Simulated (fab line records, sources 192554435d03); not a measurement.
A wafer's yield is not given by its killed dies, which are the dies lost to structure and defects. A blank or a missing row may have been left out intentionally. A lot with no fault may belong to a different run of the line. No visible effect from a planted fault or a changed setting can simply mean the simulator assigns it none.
Matching of chambers | flow n5 finfet | N5_BEOL_M7_ETCH_62 on rie diel-05: 4 sister chambers
The step etches SOC in N2/H2, target depth 110 nm, overetch 22 nm, time 165 s. 4 wafers are shown with their chamber, then 10 later ones without.

== WAFERS PAIRED WITH THEIR CHAMBERS ==
wafer  | chamber | oes product au (a.u.)
L083.5 | 2       | 0.86
L088.1 | 0       | 0.60
L090.1 | 3       | 0.67
L090.2 | 1       | 0.60

== WAFERS MISSING THEIR CHAMBER ==
wafer  | oes product au (a.u.)
L090.4 | 0.78
L092.3 | 0.59
L092.4 | 0.59
L092.5 | 0.67
L096.3 | 0.60
L096.5 | 0.78
L096.6 | 0.59
L097.1 | 0.66
L097.3 | 0.77
L097.5 | 0.59

== WHICH CHAMBER EACH WENT THROUGH ==
wafer  | from the rows above               | in truth
L090.4 | can't be placed: 2 or 3           | 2
L092.3 | can't be placed: 0 or 1 or 3      | 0
L092.4 | can't be placed: 0 or 1 or 3      | 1
L092.5 | can't be placed: 3 or 0 or 1      | 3
L096.3 | can't be placed: 0 or 1 or 3      | 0
L096.5 | can't be placed: 2 or 3           | 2
L096.6 | can't be placed: 0 or 1 or 3      | 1
L097.1 | can't be placed: 3 or 0 or 1      | 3
L097.3 | can't be placed: 2 or 3 or 0 or 1 | 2
L097.5 | can't be placed: 0 or 1 or 3      | 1
0 of 10 placed correctly. Cannot be placed on the basis of these rows: 10; the candidates contain the true chamber in 10. 0 placed wrongly.
How it was worked out, from the rows above alone: a wafer's distance from a chamber is the root of the sum, over the readings, of the square of ((its reading less the chamber's mean) divided by the reading's scatter). The wafer belongs to the nearest chamber; if the next one is less than 2 further off, it can't be placed. The mean given for a chamber averages the wafers shown for that chamber. The scatter (one wafer shown for each chamber): square how far every hidden wafer sits from the nearest shown wafer, average those squares and take the square root.
